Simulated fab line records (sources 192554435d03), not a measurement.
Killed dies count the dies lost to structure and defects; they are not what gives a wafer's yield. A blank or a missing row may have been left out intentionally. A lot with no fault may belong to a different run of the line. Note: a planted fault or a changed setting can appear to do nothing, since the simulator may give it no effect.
fab line records	flow n5_finfet
record lots=7	wafers=21
route steps=1938 shown BEOL_M0_SAQP@637 BEOL_M0@748 BEOL_M1@783 BEOL_M3@980 BEOL_M4@1047
start_h: the number of hours between the record's first day and the start of the first shown wafer of the lot	wait_h: time in hours since the lot's previous step	" unchanged from the row above	L1.1+2: a row that stands for several wafers	- value missing, or start not given	* or withheld: withheld	< > ~ a bound
route shown NAME@n: NAME is a module with steps in the file, n the number in the route of the first one	usual: mean/standard deviation taken from wafers without a fault	same: alike in all rows	chamber/n: place in a boat	sites: readings site by site	_std_site: standard deviation across them	_edge_site: mean of outer sites minus mean of inner sites	radius_mm: for every site, how far away it sits from the centre of the wafer	mask NAME#n: copy n	behind: the last tool/chamber to shape the wafer	hold: why the lot was held/for how many hours/how that ended	device: which transistor (n, p or np) failed to switch	end of line: the tests these same wafers got at the end of their route	for a step that has no rows: nothing shown but its recipe	killed: not the wafer's yield, but the dies lost to structure and defects at the first sort	map: a wafer's dies, x killed, . not, _ none there
set.NAME: the setting as run; set.NAME@STEP: as run at that earlier step	model.NAME: the simulator's own value behind a step, which no gauge read
lots where settings were altered on purpose, with a table for each step and a row for each wafer
## steps
# step N5_BEOL_M0_SAQP_PECVD_97
# recipe material=SiNx	target_thk_a=230	temp_c=350	precursor=SiH4/NH3/N2	pressure_torr=1.5	rf_w=300	time_s=19.9
lot.wafer	tool	chamber	start_h	wait_h	set.time_s	model.SiNx_of_BEOL_M0_SAQP_PECVD_97.thk_nm
L078.3	pecvd-04	2	131.71	0.0	19.9	22.8
L078.4	"	0	"	"	19.9	23.4
L078.6	"	1	"	"	19.9	23
L080.1	pecvd-02	2	138.83	0.0	19.9	23
L080.2	"	0	"	"	19.9	22.6
L080.6	"	1	"	"	22.39	25.8
L082.1	pecvd-04	0	155.33	0.0	19.9	22.8
L082.3	"	2	"	"	19.9	23
L082.6	"	0	"	"	19.9	23.2
L084.2+4	pecvd-02	1,0	168.94	0.0	18.8	21.6
L084.3	"	2	"	"	18.8	21.4
L087.2	pecvd-04	2	182.91	0.0	17.49	19.6
L087.3	"	1	"	"	19.9	22.6
L087.6	"	1	"	"	19.9	22.8
L093.1+6	pecvd-04	0	218.39	0.0	17.99	20.4
L093.3	"	1	"	"	19.9	22.6
L094.2+5	pecvd-02	0	226.39	0.0	19.9	23
L094.3	"	2	"	"	19.9	23.2
# step N5_BEOL_M0_SAQP_PEB_12
# recipe peb_temp_c=withheld	peb_time_s=60	resist=CAR-ArF
lot.wafer	tool	chamber	start_h	wait_h	set.peb_time_s
L078.3+4+6	litho_track-01	0	132.29	0.0	60
L080.1	litho_track-03	0	139.38	0.1	54.09
L080.2+6	"	0	"	"	60
L082.1+3+6	litho_track-01	0	155.75	0.1	60
L084.2+3	litho_track-01	0	169.49	0.0	60
L084.4	"	0	"	"	48.64
L087.2+6	litho_track-01	0	183.39	0.0	47.14
L087.3	"	0	"	"	60
L093.1+3+6	litho_track-01	0	219.02	0.1	48.72
L094.2	litho_track-01	0	226.93	0.0	60
L094.3+5	"	0	"	"	69.86
# step N5_BEOL_M0_SAQP_DEVELOP_13
# recipe develop_time_s=30	developer=TMAH	resist=CAR-ArF	dev_temp_c=23	rinse_liquid=diw	dry=air_spin
# step N5_BEOL_M0_SAQP_CD_MEAS_14
# recipe target_cd_nm=42.5	landing_energy_ev=500	detector=se_inlens
# usual cd_nm=42.5/0.31
lot.wafer	tool	chamber	start_h	wait_h	set.peb_time_s@BEOL_M0_SAQP_PEB_12	cd_nm
L078.3	cd_sem-03	0	132.36	-	60	42.6
L078.4	"	0	"	"	60	42.7
L078.6	"	0	"	"	60	42.6
L080.1	cd_sem-02	0	139.45	-	54.09	44.2
L080.2	"	0	"	"	60	42.5
L080.6	"	0	"	"	60	42.9
L082.1	cd_sem-03	0	155.82	-	60	42.5
L082.3	"	0	"	"	60	42.0
L082.6	"	0	"	"	60	42.4
L084.2	cd_sem-03	0	169.56	-	60	42.6
L084.3	"	0	"	"	60	42.3
L084.4	"	0	"	"	48.64	46.1
L087.2	cd_sem-02	0	183.45	-	47.14	46.3
L087.3	"	0	"	"	60	42.5
L087.6	"	0	"	"	47.14	46.7
L093.1	cd_sem-03	0	219.09	-	48.72	45.9
L093.3	"	0	"	"	48.72	46.2
L093.6	"	0	"	"	48.72	46.1
L094.2	cd_sem-01	0	227.00	-	60	41.9
L094.3	"	0	"	"	69.86	39.7
L094.5	"	0	"	"	69.86	39.6
# step N5_BEOL_M0_SAQP_HM_OPEN_112
# recipe chemistry=CHF3/O2	target=SiO2	stop_on=a-Si	target_depth_a=120	over_etch_frac=1.25	mask_material=SOC	time_s=13.5	pressure_mtorr=30	source_w=650	bias_w=170	Ar_flow_sccm=200	CHF3_flow_sccm=50	O2_flow_sccm=5	ion_energy_ev=200	ends=end_point
# step N5_BEOL_M0_SAQP_STRIP_113
# recipe chemistry=CHF3/O2	resist=SiARC	rf_frequency_hz=6e+07
# step N5_BEOL_M0_SAQP_MANDREL_ETCH_20
# recipe target_depth_a=600	chemistry=HBr/Cl2	target=a-Si	stop_on=SiNx	bt_time_s=10	mask_material=SOC	over_etch_frac=0.5	time_s=30	pressure_mtorr=10	icp_w=800	bias_w=75	HBr_flow_sccm=150	Cl2_flow_sccm=80	ends=end_point
lot.wafer	tool	chamber	start_h	wait_h	set.time_s@BEOL_M0_SAQP_PECVD_97	model.SiNx_of_BEOL_M0_SAQP_PECVD_97.thk_nm
L078.3	rie_si-03	2	132.94	0.0	19.9	18
L078.4	"	0	"	"	19.9	18.6
L078.6	"	2	"	"	19.9	18.2
L080.1	rie_si-05	0	139.84	0.0	19.9	18.2
L080.2	"	1	"	"	19.9	18
L080.6	"	1	"	"	22.39	21.2
L082.1+3	rie_si-05	1,3	156.18	0.0	19.9	18.2
L082.6	"	0	"	"	19.9	18.6
L084.2+3+4	rie_si-03	2,3,1	169.92	0.0	18.8	16.8
L087.2	rie_si-04	2	183.81	0.0	17.49	14.8
L087.3	"	3	"	"	19.9	17.8
L087.6	"	1	"	"	19.9	18
L093.1	rie_si-05	0	219.85	0.0	17.99	15.8
L093.3	"	2	"	"	19.9	18
L093.6	"	1	"	"	17.99	15.6
L094.2+5	rie_si-04	2,1	228.64	0.0	19.9	18.2
L094.3	"	0	"	"	19.9	18.4
# step N5_BEOL_M0_DEP_125
# recipe material=SiCN	target_thk_a=80	temp_c=withheld	precursor=3MS/NH3	pressure_torr=3	rf_w=202	time_s=14
lot.wafer	tool	chamber	start_h	wait_h	set.time_s	model.SiCN_of_BEOL_M0_DEP_125.thk_nm
L078.3	pecvd-01	2	145.04	0.0	14	8
L078.4	"	1	"	"	15.26	9
L078.6	"	0	"	"	15.26	8.6
L080.1	pecvd-03	2	151.37	0.0	14	8
L080.2	"	0	"	"	12.74	7.4
L080.6	"	1	"	"	12.74	7.6
L082.1	pecvd-03	0	169.70	0.0	14	8
L082.3	"	2	"	"	14	7.8
L082.6	"	0	"	"	14	8.2
L084.2	pecvd-04	2	179.04	0.0	14	7.8
L084.3	"	1	"	"	16.08	9.4
L084.4	"	2	"	"	16.08	9.2
L087.2	pecvd-04	1	193.70	0.0	12.59	7.2
L087.3	"	1	"	"	12.59	7.4
L087.6	"	0	"	"	14	8
L093.1	pecvd-04	0	233.53	0.0	14	7.6
L093.3	"	2	"	"	12.18	6.8
L093.6	"	2	"	"	14	8
L094.2+3	pecvd-04	2,0	244.02	0.0	14	7.8
L094.5	"	0	"	"	14	8
# step N5_BEOL_M1_EXPOSE_25
# recipe mask_id=V0	na=0.33	source_shape=quasar	sigma_inner=0.2	sigma_outer=0.8	polarization=unpolarized	defocus_nm=5	target_cd_nm=24	dose_mj=63
lot.wafer	tool	chamber	start_h	wait_h	mask	set.dose_mj
L078.3	euv_scanner-01	0	148.47	-	V0#0	63
L078.4+6	"	0	"	"	V0#0	59.72
L080.1+6	euv_scanner-01	0	153.46	-	V0#0	63
L080.2	"	0	"	"	V0#0	66.9
L082.1+3+6	euv_scanner-02	0	172.60	-	V0#0	63
L084.2+3+4	euv_scanner-02	0	183.10	-	V0#0	63
L087.2+3+6	euv_scanner-02	0	197.30	-	V0#0	63
L093.1+3	euv_scanner-01	0	236.87	-	V0#0	60.9
L093.6	"	0	"	"	V0#0	63
L094.2+5	euv_scanner-01	0	246.59	-	V0#0	59.69
L094.3	"	0	"	"	V0#0	63
# step N5_BEOL_M1_PEB_26
# recipe peb_temp_c=100	peb_time_s=60	resist=CAR-EUV
# step N5_BEOL_M1_DEVELOP_27
# recipe develop_time_s=30	developer=TMAH	resist=CAR-EUV	rinse_liquid=surfactant_rinse	dry=air_spin	dev_temp_c=23
# step N5_BEOL_M1_CD_MEAS_28
# recipe landing_energy_ev=500	detector=se_inlens	target_cd_y_nm=23.3
# usual cd_nm=23.92/0.24
lot.wafer	tool	chamber	start_h	wait_h	set.dose_mj@BEOL_M1_EXPOSE_25	cd_nm
L078.3	cd_sem-03	0	148.60	-	63	23.38
L078.4	"	0	"	"	59.72	22.55
L078.6	"	0	"	"	59.72	22.56
L080.1	cd_sem-02	0	153.60	-	63	23.51
L080.2	"	0	"	"	66.9	25.08
L080.6	"	0	"	"	63	23.82
L082.1	cd_sem-03	0	172.75	-	63	23.65
L082.3	"	0	"	"	63	23.85
L082.6	"	0	"	"	63	24.23
L084.2	cd_sem-02	0	183.24	-	63	23.64
L084.3	"	0	"	"	63	23.70
L084.4	"	0	"	"	63	23.84
L087.2	cd_sem-02	0	197.44	-	63	23.78
L087.3	"	0	"	"	63	23.98
L087.6	"	0	"	"	63	23.92
L093.1	cd_sem-03	0	237.02	-	60.9	23.33
L093.3	"	0	"	"	60.9	23.40
L093.6	"	0	"	"	63	24.62
L094.2	cd_sem-01	0	246.72	-	59.69	23.09
L094.3	"	0	"	"	63	23.92
L094.5	"	0	"	"	59.69	22.82
# step N5_BEOL_M1_STRIP_71
# recipe chemistry=N2/H2	temp_c=40	n2_flow_sccm=200	h2_flow_sccm=200	rf_frequency_hz=6e+07
# step N5_BEOL_M1_STRIP_78
# recipe chemistry=N2/H2	temp_c=40	n2_flow_sccm=200	h2_flow_sccm=200	rf_frequency_hz=6e+07
# step N5_BEOL_M1_VIA_ETCH_34
# recipe chemistry=C4F6/O2	target_depth_a=678	mask_material=SOC	pressure_mtorr=15	ion_energy_ev=250	taper_deg=4	time_s=64.4	source_w=350	bias_w=170	Ar_flow_sccm=300	C4F6_flow_sccm=10	O2_flow_sccm=10
lot.wafer	tool	chamber	start_h	wait_h	set.dose_mj@BEOL_M1_EXPOSE_25	model.BEOL_M1.cd_nm
L078.3	rie_diel-06	3	150.99	0.0	63	17.6
L078.4	"	3	"	"	59.72	16.2
L078.6	"	1	"	"	59.72	16.6
L080.1	rie_diel-01	3	159.99	0.0	63	17.6
L080.2	"	2	"	"	66.9	18.8
L080.6	"	2	"	"	63	17.8
L082.1+3	rie_diel-01	0,3	174.53	0.0	63	17.8
L082.6	"	3	"	"	63	18
L084.2	rie_diel-02	1	191.64	0.0	63	17.6
L084.3	"	0	"	"	63	17.8
L084.4	"	2	"	"	63	18
L087.2	rie_diel-01	2	198.97	0.0	63	18
L087.3	"	0	"	"	63	17.6
L087.6	"	0	"	"	63	17.8
L093.1	rie_diel-02	1	248.19	0.0	60.9	17.4
L093.3	"	0	"	"	60.9	17.2
L093.6	"	1	"	"	63	18.4
L094.2+5	rie_diel-06	0	248.32	0.0	59.69	17.2
L094.3	"	1	"	"	63	17.8
# step N5_BEOL_M3_TRENCH_ETCH_37
# recipe chemistry=C4F6/O2	target_depth_a=555.55	target=SiOC	time_s=29.2	ion_energy_ev=250	pressure_mtorr=30	source_w=355	bias_w=185	Ar_flow_sccm=300	C4F6_flow_sccm=10	O2_flow_sccm=10
# usual rf_vpp_V=663/6.1
lot.wafer	tool	chamber	start_h	wait_h	set.bias_w	rf_vpp_V	model.etch.depth_nm	model.BEOL_M3.feature_depth_nm
L078.3	rie_diel-02	0	-	-	185	659	55.04	55
L078.4	"	1	"	"	185	657	55.82	55.8
L078.6	"	2	"	"	185	662	55.75	55.8
L080.1	rie_diel-02	0	-	-	185	660	54.68	54.6
L080.2	"	2	"	"	185	660	55.1	55
L080.6	"	1	"	"	217.6	749	58.88	58.8
L082.1	rie_diel-02	0	-	-	185	659	55.06	55
L082.3	"	2	"	"	185	661	56.38	56.4
L082.6	"	0	"	"	185	658	55.62	55.6
L084.2	rie_diel-06	0	-	-	157.6	580	53.12	53.2
L084.3	"	3	"	"	157.6	581	52.82	52.8
L084.4	"	2	"	"	185	663	54.31	54.4
L087.2	rie_diel-06	3	-	-	155.3	574	53.02	53
L087.3	"	0	"	"	185	659	56.24	56.2
L087.6	"	3	"	"	155.3	575	53.11	53.2
L093.1	rie_diel-06	2	-	-	185	663	55.05	55
L093.3	"	0	"	"	200.9	703	58.64	58.6
L093.6	"	3	"	"	185	662	56.05	56
L094.2	rie_diel-01	3	-	-	185	664	55.04	55
L094.3	"	1	"	"	185	653	54.37	54.4
L094.5	"	0	"	"	185	675	54.75	54.8
# step N5_BEOL_M3_ETCH_41
# recipe chemistry=CH3F/O2	target=SiCN	target_depth_a=299	taper_deg=2	time_s=52.5	ion_energy_ev=120	mask_material=TiN	pressure_mtorr=30	source_w=395	bias_w=75	Ar_flow_sccm=150	CH3F_flow_sccm=30	O2_flow_sccm=20
# step N5_BEOL_M3_STRIP_97
# recipe chemistry=N2/H2	time_s=10	power_w=450	temp_c=40	pressure_mtorr=20	rf_frequency_hz=6e+07	bias_power_w=7	n2_flow_sccm=200	h2_flow_sccm=200
# step N5_BEOL_M3_OCD_MEAS_38
# usual trench_depth_nm=55.5/0.84
lot.wafer	tool	chamber	start_h	wait_h	set.bias_w@BEOL_M3_TRENCH_ETCH_37	trench_depth_nm
L078.3	ocd-02	-	178.33	-	185	54.9
L078.4	"	-	"	"	185	55.8
L078.6	"	-	"	"	185	56.2
L080.1	ocd-01	-	182.13	-	185	55.0
L080.2	"	-	"	"	185	55.1
L080.6	"	-	"	"	217.6	59.3
L082.1	ocd-01	-	199.34	-	185	55.6
L082.3	"	-	"	"	185	56.7
L082.6	"	-	"	"	185	55.8
L084.2	ocd-01	-	214.91	-	157.6	52.7
L084.3	"	-	"	"	157.6	52.9
L084.4	"	-	"	"	185	54.1
L087.2	ocd-02	-	221.58	-	155.3	53.4
L087.3	"	-	"	"	185	56.5
L087.6	"	-	"	"	155.3	52.5
L093.1	ocd-01	-	272.59	-	185	55.3
L093.3	"	-	"	"	200.9	58.8
L093.6	"	-	"	"	185	55.8
L094.2	ocd-02	-	272.72	-	185	54.7
L094.3	"	-	"	"	185	54.2
L094.5	"	-	"	"	185	54.8
# step N5_BEOL_M4_COAT_67
# recipe resist=SOC	temp_c=250	time_s=60	spin_rpm=1500	resist_thk_nm=60
lot.wafer	tool	chamber	start_h	wait_h	set.spin_rpm	model.SOC_of_BEOL_M4_COAT_67.thk_nm
L078.3+4	litho_track-01	0	187.16	0.0	1500	59.8
L078.6	"	0	"	"	1500	60
L080.1	litho_track-05	0	189.10	0.0	1598	58
L080.2	"	0	"	"	1500	59.8
L080.6	"	0	"	"	1500	60.2
L082.1+3+6	litho_track-03	0	205.48	0.0	1500	59.8
L084.2	litho_track-01	0	222.26	0.0	1500	60
L084.3+4	"	0	"	"	1342	63.4
L087.2+6	litho_track-03	0	228.85	0.0	1500	59.8
L087.3	"	0	"	"	1624	57.4
L093.1	litho_track-03	0	279.82	0.0	1575	58.6
L093.3	"	0	"	"	1575	58.4
L093.6	"	0	"	"	1500	60
L094.2	litho_track-05	0	293.70	0.0	1557	59
L094.3	"	0	"	"	1557	58.8
L094.5	"	0	"	"	1500	60.2
# step N5_BEOL_M4_COAT_68
# recipe resist=SiARC	temp_c=220	time_s=60	spin_rpm=1500	resist_thk_nm=12
lot.wafer	tool	chamber	start_h	wait_h	set.spin_rpm	model.SiARC_of_BEOL_M4_COAT_68.thk_nm
L078.3	litho_track-01	0	-	-	1500	12
L078.4	"	0	"	"	1411	12.4
L078.6	"	0	"	"	1500	12.2
L080.1+2	litho_track-05	0	-	-	1385	12.4
L080.6	"	0	"	"	1500	12
L082.1+3+6	litho_track-03	0	-	-	1500	12
L084.2+3	litho_track-01	0	-	-	1500	12
L084.4	"	0	"	"	1341	12.6
L087.2+3+6	litho_track-03	0	-	-	1500	12
L093.1+3+6	litho_track-03	0	-	-	1500	12
L094.2+3+5	litho_track-05	0	-	-	1500	12
# step N5_BEOL_M4_COAT_76
# recipe resist=underlayer	temp_c=205	time_s=60	spin_rpm=1500	resist_thk_nm=5
# step N5_BEOL_M4_COAT_22
# recipe resist=CAR-EUV	spin_rpm=1500	resist_thk_nm=30
# step N5_BEOL_M4_DESCUM_33
# recipe chemistry=O2	time_s=7	source_power_w=50	bias_power_w=20	pressure_mtorr=20	rf_frequency_hz=2.712e+07	temp_c=40	resist=CAR-EUV	o2_flow_sccm=225
# step N5_BEOL_M4_ETCH_77
# recipe chemistry=N2/H2	target=underlayer	target_depth_a=65	mask_material=CAR-EUV	time_s=5.2	ion_energy_ev=200	pressure_mtorr=30	source_w=840	bias_w=150	n2_flow_sccm=200	h2_flow_sccm=200	ends=cleared
# step N5_BEOL_M4_ETCH_69
# recipe chemistry=CF4	target=SiARC	target_depth_a=156	mask_material=CAR-EUV	time_s=26	ion_energy_ev=80	pressure_mtorr=40	source_w=545	bias_w=36	Ar_flow_sccm=100	cf4_flow_sccm=100	ends=cleared
lot.wafer	tool	chamber	start_h	wait_h	set.spin_rpm@BEOL_M4_COAT_68	model.etch.depth_nm	model.CAR-EUV_of_BEOL_M4_COAT_22.thk_nm
L078.3	rie_diel-04	2	187.75	0.0	1500	12.07	11.2
L078.4	"	0	"	"	1411	12.43	11
L078.6	"	0	"	"	1500	12.11	11.2
L080.1	rie_diel-03	2	189.56	0.0	1385	12.45	10.8
L080.2	"	1	"	"	1385	12.46	10.8
L080.6	"	3	"	"	1500	12.02	11
L082.1+3	rie_diel-03	1,3	206.06	0.0	1500	12	11
L082.6	"	1	"	"	1500	12.01	11
L084.2	rie_diel-04	2	223.12	0.0	1500	11.99	11
L084.3	"	3	"	"	1500	12.04	11
L084.4	"	1	"	"	1341	12.69	10.6
L087.2+3	rie_diel-04	2,3	229.44	0.0	1500	12.02	11.2
L087.6	"	2	"	"	1500	11.98	11
L093.1	rie_diel-04	2	280.41	0.0	1500	12.09	11.2
L093.3	"	1	"	"	1500	12.08	11
L093.6	"	1	"	"	1500	12.1	11
L094.2	rie_diel-05	1	294.39	0.0	1500	12.04	11.2
L094.3	"	0	"	"	1500	12	11.2
L094.5	"	3	"	"	1500	11.98	11.2
# step N5_BEOL_M4_ALD_98
# recipe material=SiO2	target_thk_a=25	temp_c=100	ald_precursor_family=BDEAS	ald_co_reactant=O2-plasma	pulse_time_s=1	co_reactant_pulse_time_s=1	purge_time_s=2	co_reactant_purge_time_s=2	ald_cycles=17	pressure_torr=2
# step N5_BEOL_M4_ETCHBACK_99
# recipe chemistry=CHF3	target=SiO2	target_depth_a=50	time_s=10.4	source_w=215	bias_w=47	Ar_flow_sccm=200	CHF3_flow_sccm=12	ion_energy_ev=100	pressure_mtorr=30
lot.wafer	tool	chamber	start_h	wait_h	set.spin_rpm@BEOL_M4_COAT_68	model.CAR-EUV_of_BEOL_M4_COAT_22.thk_nm
L078.3+6	rie_diel-04	3,1	191.51	3.5	1500	10.4
L078.4	"	2	"	"	1411	10.2
L080.1+2	rie_diel-03	2,0	195.21	5.5	1385	10
L080.6	"	2	"	"	1500	10.4
L082.1+3+6	rie_diel-03	0,3,0	217.67	11.4	1500	10.4
L084.2	rie_diel-04	1	223.94	0.7	1500	10.4
L084.3	"	2	"	"	1500	10.2
L084.4	"	3	"	"	1341	9.8
L087.2+3+6	rie_diel-03	3,2,1	231.46	1.9	1500	10.4
L093.1	rie_diel-04	2	289.10	8.4	1500	10.6
L093.3	"	1	"	"	1500	10.4
L093.6	"	0	"	"	1500	10.2
L094.2+3+5	rie_diel-04	0,3,2	298.55	3.8	1500	10.4
# step N5_BEOL_M4_ETCH_70
# recipe chemistry=N2/H2	target=SOC	target_depth_a=800	overetch_a=240	mask_material=SiARC	temp_c=40	time_s=130	ion_energy_ev=200	pressure_mtorr=30	source_w=840	bias_w=150	n2_flow_sccm=200	h2_flow_sccm=200
lot.wafer	tool	chamber	start_h	wait_h	set.spin_rpm@BEOL_M4_COAT_67	model.etch.depth_nm
L078.3	rie_diel-04	3	191.54	0.0	1500	59.89
L078.4	"	2	"	"	1500	59.86
L078.6	"	1	"	"	1500	60.06
L080.1	rie_diel-03	2	195.24	0.0	1598	58.07
L080.2	"	0	"	"	1500	59.9
L080.6	"	2	"	"	1500	60.14
L082.1	rie_diel-03	0	217.71	0.0	1500	59.71
L082.3	"	3	"	"	1500	59.83
L082.6	"	0	"	"	1500	59.85
L084.2	rie_diel-04	1	223.98	0.0	1500	59.96
L084.3	"	2	"	"	1342	63.46
L084.4	"	3	"	"	1342	63.43
L087.2	rie_diel-03	3	231.49	0.0	1500	59.87
L087.3	"	2	"	"	1624	57.43
L087.6	"	1	"	"	1500	59.86
L093.1	rie_diel-04	2	289.13	0.0	1575	58.54
L093.3	"	1	"	"	1575	58.46
L093.6	"	0	"	"	1500	59.97
L094.2	rie_diel-04	0	298.58	0.0	1557	59.09
L094.3	"	3	"	"	1557	58.87
L094.5	"	2	"	"	1500	60.17
# step N5_BEOL_M4_STRIP_71
# recipe chemistry=N2/H2	temp_c=40	n2_flow_sccm=200	h2_flow_sccm=200	rf_frequency_hz=6e+07
# step N5_BEOL_M4_STRIP_78
# recipe chemistry=N2/H2	temp_c=40	n2_flow_sccm=200	h2_flow_sccm=200	rf_frequency_hz=6e+07
# step N5_BEOL_M4_VIA_ETCH_34
# recipe chemistry=C4F6/O2	target_depth_a=694	mask_material=SOC	pressure_mtorr=15	ion_energy_ev=250	taper_deg=4	time_s=65.9	source_w=350	bias_w=170	Ar_flow_sccm=300	C4F6_flow_sccm=10	O2_flow_sccm=10
lot.wafer	tool	chamber	start_h	wait_h	set.spin_rpm@BEOL_M4_COAT_67	model.SOC_of_BEOL_M4_COAT_67.thk_nm
L078.3+4	rie_diel-04	3,2	191.65	0.0	1500	51.8
L078.6	"	1	"	"	1500	52
L080.1	rie_diel-03	2	195.35	0.0	1598	49.8
L080.2+6	"	0,2	"	"	1500	51.8
L082.1+3	rie_diel-03	0,3	217.81	0.0	1500	51.6
L082.6	"	0	"	"	1500	51.8
L084.2	rie_diel-04	1	224.09	0.0	1500	51.6
L084.3	"	2	"	"	1342	55.4
L084.4	"	3	"	"	1342	55.2
L087.2+6	rie_diel-03	3,1	231.60	0.0	1500	51.8
L087.3	"	2	"	"	1624	49.2
L093.1	rie_diel-04	2	289.24	0.0	1575	50.6
L093.3	"	1	"	"	1575	50.2
L093.6	"	0	"	"	1500	51.8
L094.2+3	rie_diel-04	0,3	298.69	0.0	1557	50.8
L094.5	"	2	"	"	1500	52.2
## key
split step=N5_BEOL_M0_SAQP_PECVD_97	setting=time_s	stated=19.9	by=wafer
response step=N5_BEOL_M0_SAQP_PECVD_97	reading=model.SiNx_of_BEOL_M0_SAQP_PECVD_97.thk_nm	change=+0.243	per=1%	r=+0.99
response step=N5_BEOL_M0_SAQP_MANDREL_ETCH_20	reading=model.SiNx_of_BEOL_M0_SAQP_PECVD_97.thk_nm	change=+0.249	per=1%	r=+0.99
split step=N5_BEOL_M0_SAQP_PEB_12	setting=peb_time_s	stated=60	by=wafer
response step=N5_BEOL_M0_SAQP_CD_MEAS_14	reading=cd_nm	change=-0.175	per=1%	r=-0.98
split step=N5_BEOL_M0_DEP_125	setting=time_s	stated=14	by=wafer
response step=N5_BEOL_M0_DEP_125	reading=model.SiCN_of_BEOL_M0_DEP_125.thk_nm	change=+0.0827	per=1%	r=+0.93
split step=N5_BEOL_M1_EXPOSE_25	setting=dose_mj	stated=63	by=wafer
response step=N5_BEOL_M1_CD_MEAS_28	reading=cd_nm	change=+0.214	per=1%	r=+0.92
response step=N5_BEOL_M1_VIA_ETCH_34	reading=model.BEOL_M1.cd_nm	change=+0.191	per=1%	r=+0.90
split step=N5_BEOL_M3_TRENCH_ETCH_37	setting=bias_w	stated=185	by=wafer
response step=N5_BEOL_M3_TRENCH_ETCH_37	reading=rf_vpp_V	change=+5.22	per=1%	r=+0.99
response step=N5_BEOL_M3_TRENCH_ETCH_37	reading=model.etch.depth_nm	change=+0.195	per=1%	r=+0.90
response step=N5_BEOL_M3_TRENCH_ETCH_37	reading=model.BEOL_M3.feature_depth_nm	change=+0.195	per=1%	r=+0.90
response step=N5_BEOL_M3_OCD_MEAS_38	reading=trench_depth_nm	change=+0.206	per=1%	r=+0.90
split step=N5_BEOL_M4_COAT_67	setting=spin_rpm	stated=1500	by=wafer
response step=N5_BEOL_M4_COAT_67	reading=model.SOC_of_BEOL_M4_COAT_67.thk_nm	change=-0.31	per=1%	r=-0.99
response step=N5_BEOL_M4_ETCH_70	reading=model.etch.depth_nm	change=-0.312	per=1%	r=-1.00
response step=N5_BEOL_M4_VIA_ETCH_34	reading=model.SOC_of_BEOL_M4_COAT_67.thk_nm	change=-0.328	per=1%	r=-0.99
split step=N5_BEOL_M4_COAT_68	setting=spin_rpm	stated=1500	by=wafer
response step=N5_BEOL_M4_COAT_68	reading=model.SiARC_of_BEOL_M4_COAT_68.thk_nm	change=-0.0543	per=1%	r=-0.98
response step=N5_BEOL_M4_ETCH_69	reading=model.etch.depth_nm	change=-0.061	per=1%	r=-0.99
response step=N5_BEOL_M4_ETCH_69	reading=model.CAR-EUV_of_BEOL_M4_COAT_22.thk_nm	change=+0.0337	per=1%	r=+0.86
response step=N5_BEOL_M4_ETCHBACK_99	reading=model.CAR-EUV_of_BEOL_M4_COAT_22.thk_nm	change=+0.0463	per=1%	r=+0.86
